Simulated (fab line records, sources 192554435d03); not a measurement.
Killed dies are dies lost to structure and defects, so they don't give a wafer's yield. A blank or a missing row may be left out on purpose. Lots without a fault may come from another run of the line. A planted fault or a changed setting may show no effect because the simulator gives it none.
Chamber matching | flow n5_finfet | N5_FIN_SAQP_MANDREL_ETCH_22 on rie_si-04: 4 sister chambers
The step etches a-Si in HBr/Cl2, stops on SiNx, target depth 60 nm, bt time 10 s, time 30 s. 36 wafers are shown with their chamber, then 12 later ones without.

WAFERS WITH THEIR CHAMBER
wafer  | chamber | throttle_valve_pct (%) | drypump_motor_current_A (A) | oes_product_au (a.u.)
L074.2 | 2       | 35.18                  | 6.7                         | 0.760
L074.5 | 3       | 34.91                  | 6.1                         | 0.760
L074.6 | 0       | 34.90                  | 5.8                         | 0.767
L076.1 | 3       | 34.95                  | 6.1                         | 0.756
L076.2 | 0       | 34.93                  | 5.8                         | 0.763
L076.4 | 1       | 35.28                  | 6.2                         | 0.744
L077.1 | 1       | 35.28                  | 6.1                         | 0.744
L077.2 | 0       | 34.93                  | 5.8                         | 0.751
L077.5 | 3       | 34.91                  | 6.1                         | 0.767
L078.1 | 0       | 34.96                  | 5.8                         | 0.754
L078.3 | 1       | 35.31                  | 6.1                         | 0.747
L078.5 | 3       | 34.93                  | 6.1                         | 0.763
L079.3 | 2       | 35.20                  | 6.7                         | 0.759
L079.5 | 0       | 34.93                  | 5.9                         | 0.763
L079.6 | 1       | 35.29                  | 6.1                         | 0.751
L081.1 | 2       | 35.18                  | 6.6                         | 0.756
L081.3 | 1       | 35.29                  | 6.1                         | 0.756
L081.6 | 1       | 35.27                  | 6.1                         | 0.769
L082.1 | 1       | 35.31                  | 6.1                         | 0.749
L082.3 | 0       | 34.94                  | 5.8                         | 0.751
L082.4 | 2       | 35.18                  | 6.6                         | 0.770
L083.1 | 0       | 34.93                  | 5.8                         | 0.763
L083.4 | 2       | 35.18                  | 6.6                         | 0.776
L083.6 | 3       | 34.90                  | 6.1                         | 0.776
L086.1 | 2       | 35.18                  | 6.6                         | 0.770
L086.4 | 0       | 34.92                  | 5.8                         | 0.775
L086.6 | 0       | 34.93                  | 5.8                         | 0.770
L087.2 | 3       | 34.95                  | 6.2                         | 0.751
L087.3 | 1       | 35.31                  | 6.1                         | 0.741
L087.5 | 2       | 35.19                  | 6.7                         | 0.771
L088.2 | 0       | 34.96                  | 5.8                         | 0.769
L088.4 | 3       | 34.91                  | 6.2                         | 0.782
L088.5 | 2       | 35.19                  | 6.6                         | 0.764
L090.1 | 3       | 34.93                  | 6.1                         | 0.766
L090.4 | 0       | 34.91                  | 5.8                         | 0.771
L090.5 | 2       | 35.14                  | 6.7                         | 0.787

SIGNATURES (means of the wafers above)
reading                 | chamber 0 | chamber 1 | chamber 2 | chamber 3 | scatter within a chamber
throttle_valve_pct      | 34.9309   | 35.2925   | 35.1800   | 34.9237   | 0.0175
drypump_motor_current_A | 5.809     | 6.112     | 6.644     | 6.125     | 0.0415
oes_product_au          | 0.76336   | 0.75013   | 0.76811   | 0.76513   | 0.00919
Rule: a wafer's distance from a chamber is the root of the sum, over the readings, of the square of ((its reading less the chamber's mean) divided by the reading's scatter). The wafer belongs to the nearest chamber; if the next one is less than 2 further off, it can't be placed. The scatter: the root of (the sum of the squares of (reading less its chamber's mean) over the shown wafers, divided by (wafers less chambers)).

WAFERS WITHOUT THEIR CHAMBER
wafer  | throttle_valve_pct (%) | drypump_motor_current_A (A) | oes_product_au (a.u.)
L092.1 | 35.19                  | 6.7                         | 0.758
L092.2 | 34.95                  | 5.8                         | 0.754
L092.5 | 35.18                  | 6.6                         | 0.760
L093.1 | 35.20                  | 6.6                         | 0.755
L093.3 | 34.93                  | 5.8                         | 0.771
L093.5 | 34.91                  | 5.8                         | 0.765
L095.1 | 34.93                  | 6.1                         | 0.766
L095.2 | 35.18                  | 6.6                         | 0.759
L095.4 | 34.91                  | 5.8                         | 0.773
L097.4 | 34.92                  | 5.8                         | 0.768
L097.5 | 35.17                  | 6.7                         | 0.768
L097.6 | 35.29                  | 6.1                         | 0.752

WHICH CHAMBER EACH WENT THROUGH
wafer  | from the rows above | in truth
L092.1 | 2                   | 2
L092.2 | 0                   | 0
L092.5 | 2                   | 2
L093.1 | 2                   | 2
L093.3 | 0                   | 0
L093.5 | 0                   | 0
L095.1 | 3                   | 3
L095.2 | 2                   | 2
L095.4 | 0                   | 0
L097.4 | 0                   | 0
L097.5 | 2                   | 2
L097.6 | 1                   | 1
Placed correctly: 12 of 12. Can't be placed from these rows: 0. Placed wrongly: 0.
